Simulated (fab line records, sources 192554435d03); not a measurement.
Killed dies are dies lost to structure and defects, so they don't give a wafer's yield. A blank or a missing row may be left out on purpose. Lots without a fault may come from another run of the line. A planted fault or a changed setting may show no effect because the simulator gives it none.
fab line records | flow n5_finfet
record lots=7 wafers=21
route steps=1938 shown BEOL_M9@1408 BEOL_M11@1543 BEOL_M13@1662 BEOL_M14@1743 MIM_TOP@1838 PAD_METAL@1896
start_h: hours from the record's first day to the start of the lot's first wafer shown | wait_h: hours since the lot's step before | " the same as in the row above | L1.1+2: a row that stands for several wafers | - no value, or no start given | * or withheld: withheld | < > ~ a bound
route shown NAME@n: a module of which the file shows steps, and the number in the route of the first | usual: mean/standard deviation of fault-free wafers | same: alike in all rows | chamber/n: place in a boat | sites: the reading at each site | _std_site: their standard deviation | _edge_site: outer sites' mean less inner sites' | radius_mm: how far each site lies from the wafer's centre | mask NAME#n: copy n | behind: the tool/chamber that last shaped the wafer | hold: why the lot was held/for how many hours/how that ended | device: the transistor (n, p or np) that didn't switch | end of line: the same wafers' tests at the end of the route | a step without rows: its recipe alone | killed: dies lost to structure and defects at the first sort, not the wafer's yield | map: a wafer's dies, x killed, . not, _ none there
set.NAME: the setting as run; set.NAME@STEP: as run at that earlier step | model.NAME: the simulator's own value behind a step, which no gauge read
lots whose settings were changed on purpose; a table a step, a row a wafer
## steps
# step N5_BEOL_M9_COAT_05
# recipe resist=CAR-ArF spin_rpm=1500 resist_thk_nm=90
# columns lot.wafer tool chamber start_h wait_h set.spin_rpm model.CAR-ArF_of_BEOL_M9_COAT_05.thk_nm
L078.1 litho_track-04 0 - - 1500 90.4
L078.2 " 0 " " 1500 90.2
L078.3 " 0 " " 1343 95.2
L074.2+4+6 litho_track-01 0 - - 1413 92.8
L080.2 litho_track-02 0 - - 1389 93.8
L080.3 " 0 " " 1389 94
L080.6 " 0 " " 1389 93.6
L089.1+6 litho_track-02 0 - - 1500 90
L089.4 " 0 " " 1500 89.6
L094.1 litho_track-01 0 - - 1500 89.6
L094.3+4 " 0 " " 1500 90
L093.3 litho_track-01 0 - - 1500 90
L093.4 " 0 " " 1412 92.8
L093.6 " 0 " " 1500 89.6
L095.1+5 litho_track-02 0 - - 1500 89.6
L095.4 " 0 " " 1500 89.8
# step N5_BEOL_M9_EBR_07
# recipe solvent=PGMEA ebr_width_mm=1.5
# step N5_BEOL_M9_SOFTBAKE_06
# recipe temp_c=110 time_s=60 resist=CAR-ArF
# step N5_BEOL_M9_EXPOSE_08
# recipe mask_id=M9 na=1.35 source_shape=dipole sigma_inner=0.411 sigma_outer=0.611 polarization=te dose_mj=53.75
# step N5_BEOL_M9_PEB_09
# recipe peb_temp_c=withheld peb_time_s=60 resist=CAR-ArF
# step N5_BEOL_M9_DEVELOP_10
# recipe develop_time_s=30 developer=TMAH resist=CAR-ArF rinse_liquid=diw dry=air_spin dev_temp_c=23
# columns lot.wafer tool chamber start_h wait_h set.spin_rpm@BEOL_M9_COAT_05 model.CAR-ArF_of_BEOL_M9_COAT_05.thk_nm
L078.1 litho_track-01 0 - - 1500 88.6
L078.2 " 0 " " 1500 88.4
L078.3 " 0 " " 1343 93.6
L074.2+6 litho_track-04 0 - - 1413 91
L074.4 " 0 " " 1413 91.2
L080.2+6 litho_track-01 0 - - 1389 92
L080.3 " 0 " " 1389 92.4
L089.1 litho_track-01 0 - - 1500 88.2
L089.4 " 0 " " 1500 88
L089.6 " 0 " " 1500 88.4
L094.1 litho_track-01 0 - - 1500 88
L094.3+4 " 0 " " 1500 88.2
L093.3 litho_track-02 0 - - 1500 88.2
L093.4 " 0 " " 1412 91
L093.6 " 0 " " 1500 88
L095.1+5 litho_track-04 0 - - 1500 87.8
L095.4 " 0 " " 1500 88
# step N5_BEOL_M11_COAT_05
# recipe resist=CAR-ArF spin_rpm=1500 resist_thk_nm=90
# columns lot.wafer tool chamber start_h wait_h set.spin_rpm model.CAR-ArF_of_BEOL_M11_COAT_05.thk_nm
L078.1+2+3 litho_track-03 0 - - 1500 90.2
L074.2 litho_track-03 0 - - 1500 90.2
L074.4+6 " 0 " " 1579 88
L080.2 litho_track-04 0 - - 1500 90.2
L080.3 " 0 " " 1500 90.4
L080.6 " 0 " " 1386 94.2
L089.1+6 litho_track-01 0 - - 1500 90.4
L089.4 " 0 " " 1638 86.4
L094.1+3 litho_track-01 0 - - 1500 90
L094.4 " 0 " " 1500 89.8
L093.3+4 litho_track-03 0 - - 1500 90.4
L093.6 " 0 " " 1500 90.6
L095.1 litho_track-04 0 - - 1500 90
L095.4+5 " 0 " " 1500 90.2
# step N5_BEOL_M11_EBR_07
# recipe solvent=PGMEA ebr_width_mm=1.5
# step N5_BEOL_M11_SOFTBAKE_06
# recipe temp_c=110 time_s=60 resist=CAR-ArF
# step N5_BEOL_M11_EXPOSE_08
# recipe mask_id=M11 na=1.35 source_shape=dipole sigma_inner=0.411 sigma_outer=0.611 polarization=te dose_mj=53.75
# step N5_BEOL_M11_PEB_09
# recipe peb_temp_c=withheld peb_time_s=60 resist=CAR-ArF
# step N5_BEOL_M11_DEVELOP_10
# recipe develop_time_s=30 developer=TMAH resist=CAR-ArF rinse_liquid=diw dry=air_spin dev_temp_c=23
# columns lot.wafer tool chamber start_h wait_h set.spin_rpm@BEOL_M11_COAT_05 model.CAR-ArF_of_BEOL_M11_COAT_05.thk_nm
L078.1+3 litho_track-03 0 - - 1500 88.4
L078.2 " 0 " " 1500 88.6
L074.2 litho_track-03 0 - - 1500 88.6
L074.4+6 " 0 " " 1579 86.2
L080.2 litho_track-01 0 - - 1500 88.4
L080.3 " 0 " " 1500 88.6
L080.6 " 0 " " 1386 92.6
L089.1+6 litho_track-04 0 - - 1500 88.8
L089.4 " 0 " " 1638 84.8
L094.1+3 litho_track-01 0 - - 1500 88.2
L094.4 " 0 " " 1500 88
L093.3+6 litho_track-04 0 - - 1500 88.8
L093.4 " 0 " " 1500 88.6
L095.1 litho_track-03 0 - - 1500 88.2
L095.4 " 0 " " 1500 88.4
L095.5 " 0 " " 1500 88.6
# step N5_BEOL_M11_ETCH_41
# recipe chemistry=CH3F/O2 target=SiCN target_depth_a=426 taper_deg=2 time_s=86 ion_energy_ev=120 mask_material=TiN pressure_mtorr=30 source_w=395 bias_w=75 Ar_flow_sccm=150 CH3F_flow_sccm=30 O2_flow_sccm=20
# columns lot.wafer tool chamber start_h wait_h set.time_s model.etch.depth_nm
L078.1 rie_diel-01 0 - - 86 31.85
L078.2 " 2 " " 86 32.93
L078.3 " 1 " " 86 32.17
L074.2 rie_diel-05 3 - - 86 31.14
L074.4 " 3 " " 99.64 35.99
L074.6 " 0 " " 99.64 39.61
L080.2 rie_diel-05 0 - - 86 34.02
L080.3 " 3 " " 71.61 25.28
L080.6 " 0 " " 71.61 28.44
L089.1 rie_diel-06 0 - - 86 32.97
L089.4 " 2 " " 77.07 29.44
L089.6 " 0 " " 77.07 29.23
L094.1 rie_diel-01 1 - - 80.94 29.89
L094.3 " 0 " " 80.94 29.99
L094.4 " 3 " " 86 31.95
L093.3 rie_diel-01 3 - - 86 31.97
L093.4 " 0 " " 86 31.96
L093.6 " 3 " " 86 32.35
L095.1 rie_diel-05 1 - - 86 31.68
L095.4 " 2 " " 86 33.02
L095.5 " 1 " " 86 31.36
# step N5_BEOL_M13_COAT_04
# recipe spin_rpm=1625 resist_thk_nm=400
# columns lot.wafer tool chamber start_h wait_h set.spin_rpm model.coat_of_BEOL_M13_COAT_04.thk_nm
L078.1 litho_track-03 0 - - 1625 397.8
L078.2 " 0 " " 1625 398.6
L078.3 " 0 " " 1625 400.2
L074.2+6 litho_track-01 0 - - 1625 398.8
L074.4 " 0 " " 1770 383
L080.2 litho_track-03 0 - - 1550 409.4
L080.3 " 0 " " 1625 400.4
L080.6 " 0 " " 1550 410.6
L089.1+4 litho_track-01 0 - - 1625 401.2
L089.6 " 0 " " 1625 402.2
L094.1 litho_track-03 0 - - 1539 412.4
L094.3+4 " 0 " " 1625 400.2
L093.3 litho_track-01 0 - - 1673 394.2
L093.4+6 " 0 " " 1625 400.2
L095.1 litho_track-05 0 - - 1625 399.2
L095.4 " 0 " " 1625 399.6
L095.5 " 0 " " 1625 400.8
# step N5_BEOL_M13_ETCH_68
# recipe chemistry=N2/H2 target=SOC mask_material=SiARC source_w=3000 bias_w=350 temp_c=40 time_s=355 ion_energy_ev=200 pressure_mtorr=30 n2_flow_sccm=200 h2_flow_sccm=200
# columns lot.wafer tool chamber start_h wait_h set.time_s model.SiARC_of_BEOL_M13_COAT_66.thk_nm
L078.1+3 rie_diel-01 3,0 283.58 0.1 416.7 71.8
L078.2 " 2 " " 355 78.4
L074.2 rie_diel-05 1 289.07 0.1 355 77
L074.4 " 3 " " 355 78.4
L074.6 " 0 " " 355 76.2
L080.2 rie_diel-06 1 300.50 0.1 355 76.6
L080.3 " 0 " " 355 77.2
L080.6 " 1 " " 415.2 70.2
L089.1 rie_diel-05 3 377.72 0.1 319.7 80.8
L089.4 " 2 " " 319.7 78.4
L089.6 " 3 " " 355 77.6
L094.1 rie_diel-05 0 415.59 0.1 275.3 84.4
L094.3 " 2 " " 275.3 84
L094.4 " 2 " " 355 77.2
L093.3 rie_diel-05 0 421.96 0.1 355 76.6
L093.4 " 1 " " 355 77.4
L093.6 " 0 " " 332.7 78.8
L095.1 rie_diel-01 3 440.23 0.1 355 76.8
L095.4 " 0 " " 355 76.4
L095.5 " 2 " " 355 77.8
# step N5_BEOL_M14_PEB_26
# recipe peb_temp_c=130 peb_time_s=90
# columns lot.wafer tool chamber start_h wait_h set.peb_temp_c
L078.1+2+3 litho_track-04 0 289.07 0.1 130
L074.2 litho_track-02 0 297.33 0.0 127.3
L074.4+6 " 0 " " 130
L080.2+3+6 litho_track-04 0 304.28 0.0 127.1
L089.1+6 litho_track-01 0 381.12 0.1 130
L089.4 " 0 " " 131.1
L094.1+3+4 litho_track-01 0 421.30 0.1 130
L093.3+6 litho_track-02 0 429.23 0.0 130
L093.4 " 0 " " 132.9
L095.1+4+5 litho_track-01 0 444.58 0.1 130
# step N5_BEOL_M14_DEVELOP_27
# recipe develop_time_s=45 rinse_liquid=diw dry=air_spin dev_temp_c=21
# columns lot.wafer tool chamber start_h wait_h set.develop_time_s
L078.1+2+3 litho_track-04 0 - - 45
L074.2+4 litho_track-02 0 - - 45
L074.6 " 0 " " 50.74
L080.2+3 litho_track-04 0 - - 45
L080.6 " 0 " " 52.74
L089.1+4+6 litho_track-01 0 - - 45
L094.1 litho_track-01 0 - - 47.99
L094.3+4 " 0 " " 45
L093.3 litho_track-02 0 - - 54.99
L093.4+6 " 0 " " 45
L095.1+4+5 litho_track-01 0 - - 45
# step N5_BEOL_M14_HARDBAKE_32
# recipe temp_c=130 time_s=120
# step N5_BEOL_M14_CD_MEAS_28
# recipe target_cd_nm=284.4 landing_energy_ev=500 detector=se_inlens
# usual cd_nm=283.9/2.4
# columns lot.wafer tool chamber start_h wait_h set.peb_temp_c@BEOL_M14_PEB_26 cd_nm
L078.1 cd_sem-03 0 289.18 - 130 282.6
L078.2 " 0 " " 130 278.9
L078.3 " 0 " " 130 280.1
L074.2 cd_sem-03 0 297.45 - 127.3 266.1
L074.4 " 0 " " 130 279.6
L074.6 " 0 " " 130 282.8
L080.2 cd_sem-01 0 304.40 - 127.1 268.3
L080.3 " 0 " " 127.1 269.1
L080.6 " 0 " " 127.1 268.5
L089.1 cd_sem-01 0 381.23 - 130 287.3
L089.4 " 0 " " 131.1 290.0
L089.6 " 0 " " 130 286.3
L094.1 cd_sem-03 0 421.42 - 130 284.8
L094.3 " 0 " " 130 288.0
L094.4 " 0 " " 130 284.2
L093.3 cd_sem-03 0 429.35 - 130 281.8
L093.4 " 0 " " 132.9 292.9
L093.6 " 0 " " 130 279.7
L095.1 cd_sem-03 0 444.70 - 130 283.2
L095.4 " 0 " " 130 285.8
L095.5 " 0 " " 130 284.8
# step N5_BEOL_M14_DESCUM_33
# recipe chemistry=O2 time_s=7.9 source_power_w=50 bias_power_w=20 pressure_mtorr=20 rf_frequency_hz=2.712e+07 temp_c=40 o2_flow_sccm=225
# columns lot.wafer tool chamber start_h wait_h set.peb_temp_c@BEOL_M14_PEB_26 model.BEOL_M14.cd_nm
L078.1 rie_diel-03 2 289.49 0.2 130 282.6
L078.2 " 0 " " 130 279
L078.3 " 3 " " 130 280
L074.2 rie_diel-02 3 297.54 0.0 127.3 266
L074.4 " 2 " " 130 279.6
L074.6 " 2 " " 130 282.4
L080.2 rie_diel-02 0 304.49 0.0 127.1 268
L080.3 " 2 " " 127.1 269
L080.6 " 2 " " 127.1 268.4
L089.1 rie_diel-03 2 381.33 0.0 130 287.2
L089.4 " 3 " " 131.1 289.6
L089.6 " 1 " " 130 286.2
L094.1 rie_diel-02 1 421.51 0.0 130 284.6
L094.3 " 0 " " 130 288
L094.4 " 0 " " 130 284.2
L093.3 rie_diel-04 0 429.43 0.0 130 281.8
L093.4 " 1 " " 132.9 293.6
L093.6 " 3 " " 130 279.8
L095.1 rie_diel-03 2 444.79 0.0 130 283.2
L095.4 " 1 " " 130 286.2
L095.5 " 2 " " 130 285
# step N5_BEOL_M14_ETCH_67
# recipe chemistry=CF4 target=SiARC target_depth_a=1430 time_s=238.3 ion_energy_ev=80 pressure_mtorr=40 source_w=545 bias_w=36 Ar_flow_sccm=100 cf4_flow_sccm=100 ends=cleared
# columns lot.wafer tool chamber start_h wait_h set.peb_temp_c@BEOL_M14_PEB_26 model.BEOL_M14.cd_nm
L078.1 rie_diel-03 2 289.52 0.0 130 278.4
L078.2+3 " 0,3 " " 130 274.4
L074.2 rie_diel-02 3 297.58 0.0 127.3 262.2
L074.4 " 2 " " 130 275.2
L074.6 " 2 " " 130 277.8
L080.2 rie_diel-02 0 304.52 0.0 127.1 263
L080.3 " 2 " " 127.1 264.2
L080.6 " 2 " " 127.1 263.6
L089.1+6 rie_diel-03 2,1 381.37 0.0 130 282.6
L089.4 " 3 " " 131.1 285.4
L094.1 rie_diel-02 1 421.54 0.0 130 278.4
L094.3 " 0 " " 130 282.8
L094.4 " 0 " " 130 278.6
L093.3 rie_diel-04 0 429.47 0.0 130 278.2
L093.4 " 1 " " 132.9 288.2
L093.6 " 3 " " 130 274.6
L095.1 rie_diel-03 2 444.82 0.0 130 278.4
L095.4 " 1 " " 130 282.6
L095.5 " 2 " " 130 280.4
# step N5_BEOL_M14_ETCH_68
# recipe chemistry=N2/H2 target=SOC mask_material=SiARC source_w=3000 bias_w=350 temp_c=40 time_s=450 ion_energy_ev=200 pressure_mtorr=30 n2_flow_sccm=200 h2_flow_sccm=200
# step N5_BEOL_M14_STRIP_69
# recipe chemistry=N2/H2 temp_c=40 n2_flow_sccm=200 h2_flow_sccm=200 rf_frequency_hz=6e+07
# step N5_BEOL_M14_TRENCH_ETCH_34
# recipe chemistry=C4F8/O2/Ar target=SiO2 target_depth_a=5566.5 mask_material=SOC he_inner_torr=15 he_outer_torr=30 time_s=126.9 ion_energy_ev=800 pressure_mtorr=20 source_w=1905 bias_w=2040 Ar_flow_sccm=400 C4F8_flow_sccm=16 O2_flow_sccm=12
# columns lot.wafer tool chamber start_h wait_h set.peb_temp_c@BEOL_M14_PEB_26 model.BEOL_M14.cd_nm
L078.1 rie_diel-03 2 289.94 0.0 130 275.8
L078.2 " 0 " " 130 275.4
L078.3 " 3 " " 130 273.8
L074.2 rie_diel-02 3 298.00 0.0 127.3 261.6
L074.4 " 2 " " 130 273.2
L074.6 " 2 " " 130 276
L080.2 rie_diel-02 0 304.94 0.0 127.1 263.4
L080.3 " 2 " " 127.1 261.8
L080.6 " 2 " " 127.1 262
L089.1 rie_diel-03 2 381.79 0.0 130 279.4
L089.4 " 3 " " 131.1 283.8
L089.6 " 1 " " 130 282.4
L094.1+4 rie_diel-02 1,0 421.96 0.0 130 278.4
L094.3 " 0 " " 130 281.8
L093.3 rie_diel-04 0 429.89 0.0 130 277.6
L093.4 " 1 " " 132.9 288.8
L093.6 " 3 " " 130 272
L095.1 rie_diel-03 2 445.24 0.0 130 276.2
L095.4 " 1 " " 130 284
L095.5 " 2 " " 130 278.4
# step N5_MIM_TOP_SPUTTER_03
# recipe material=TiN target_thk_a=350 temp_c=200 power_w=3000 chamber_pressure_pa=0.49996 gas=Ar reactive_partial_pa=0.37997 time_s=89.7
# columns lot.wafer tool chamber start_h wait_h set.time_s model.TiN_of_MIM_TOP_SPUTTER_03.thk_nm
L078.1 pvd_sputter-03 - 317.27 0.0 94.69 37.8
L078.2 " - " " 94.69 36.8
L078.3 " - " " 89.7 35.8
L074.2+4+6 pvd_sputter-03 - 318.67 0.0 89.7 34.8
L080.2 pvd_sputter-03 - 322.46 0.0 89.7 35.2
L080.3 " - " " 78.94 31
L080.6 " - " " 89.7 34.6
L089.1 pvd_sputter-03 - 397.49 0.0 83.47 32.6
L089.4 " - " " 89.7 35.8
L089.6 " - " " 83.47 33.4
L094.1 pvd_sputter-01 - 441.64 0.0 93.7 36.2
L094.3 " - " " 93.7 36
L094.4 " - " " 89.7 35
L093.3 pvd_sputter-02 - 448.90 0.0 89.7 35.2
L093.4 " - " " 89.7 34.8
L093.6 " - " " 89.7 34.6
L095.1+5 pvd_sputter-02 - 457.42 0.0 89.7 34.4
L095.4 " - " " 89.7 34
# step N5_PASSIVATION_AL_DEP_21
# recipe material=Al target_thk_a=28000 temp_c=400 time_s=170 power_w=30000 chamber_pressure_pa=0.4 gas=Ar
# columns lot.wafer tool chamber start_h wait_h set.time_s model.Al_of_PASSIVATION_AL_DEP_21.thk_nm
L078.1 pvd_sputter-02 - 323.35 0.1 170 2759
L078.2 " - " " 170 2754
L078.3 " - " " 170 2801
L074.2 pvd_sputter-01 - 323.92 0.1 170 2788
L074.4 " - " " 170 2808
L074.6 " - " " 163.3 2753
L080.2 pvd_sputter-03 - 327.74 0.1 145.6 2366
L080.3 " - " " 170 2793
L080.6 " - " " 170 2780
L089.1 pvd_sputter-02 - 404.13 0.1 170 2774
L089.4 " - " " 170 2781
L089.6 " - " " 170 2765
L094.1 pvd_sputter-01 - 447.73 0.1 170 2755
L094.3 " - " " 170 2724
L094.4 " - " " 145.8 2415
L093.3 pvd_sputter-02 - 454.76 0.1 170 2795
L093.4 " - " " 170 2766
L093.6 " - " " 195.1 3249
L095.1 pvd_sputter-02 - 462.98 0.1 170 2777
L095.4 " - " " 170 2713
L095.5 " - " " 170 2765
## key
split step=N5_BEOL_M9_COAT_05 setting=spin_rpm stated=1500 by=wafer
response step=N5_BEOL_M9_COAT_05 reading=model.CAR-ArF_of_BEOL_M9_COAT_05.thk_nm change=-0.478 per=1% r=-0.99
response step=N5_BEOL_M9_DEVELOP_10 reading=model.CAR-ArF_of_BEOL_M9_COAT_05.thk_nm change=-0.489 per=1% r=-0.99
split step=N5_BEOL_M11_COAT_05 setting=spin_rpm stated=1500 by=wafer
response step=N5_BEOL_M11_COAT_05 reading=model.CAR-ArF_of_BEOL_M11_COAT_05.thk_nm change=-0.459 per=1% r=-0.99
response step=N5_BEOL_M11_DEVELOP_10 reading=model.CAR-ArF_of_BEOL_M11_COAT_05.thk_nm change=-0.474 per=1% r=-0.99
split step=N5_BEOL_M11_ETCH_41 setting=time_s stated=86 by=wafer
response step=N5_BEOL_M11_ETCH_41 reading=model.etch.depth_nm change=+0.408 per=1% r=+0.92
split step=N5_BEOL_M13_COAT_04 setting=spin_rpm stated=1625 by=wafer
response step=N5_BEOL_M13_COAT_04 reading=model.coat_of_BEOL_M13_COAT_04.thk_nm change=-1.94 per=1% r=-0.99
split step=N5_BEOL_M13_ETCH_68 setting=time_s stated=355 by=wafer
response step=N5_BEOL_M13_ETCH_68 reading=model.SiARC_of_BEOL_M13_COAT_66.thk_nm change=-0.338 per=1% r=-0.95
split step=N5_BEOL_M14_PEB_26 setting=peb_temp_c stated=130 by=wafer
response step=N5_BEOL_M14_CD_MEAS_28 reading=cd_nm change=+6.1 per=1% r=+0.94
response step=N5_BEOL_M14_DESCUM_33 reading=model.BEOL_M14.cd_nm change=+6.21 per=1% r=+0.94
response step=N5_BEOL_M14_ETCH_67 reading=model.BEOL_M14.cd_nm change=+5.84 per=1% r=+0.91
response step=N5_BEOL_M14_TRENCH_ETCH_34 reading=model.BEOL_M14.cd_nm change=+6.06 per=1% r=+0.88
split step=N5_BEOL_M14_DEVELOP_27 setting=develop_time_s stated=45 by=wafer
response none clear
split step=N5_MIM_TOP_SPUTTER_03 setting=time_s stated=89.7 by=wafer
response step=N5_MIM_TOP_SPUTTER_03 reading=model.TiN_of_MIM_TOP_SPUTTER_03.thk_nm change=+0.327 per=1% r=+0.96
split step=N5_PASSIVATION_AL_DEP_21 setting=time_s stated=170 by=wafer
response step=N5_PASSIVATION_AL_DEP_21 reading=model.Al_of_PASSIVATION_AL_DEP_21.thk_nm change=+27.6 per=1% r=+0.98
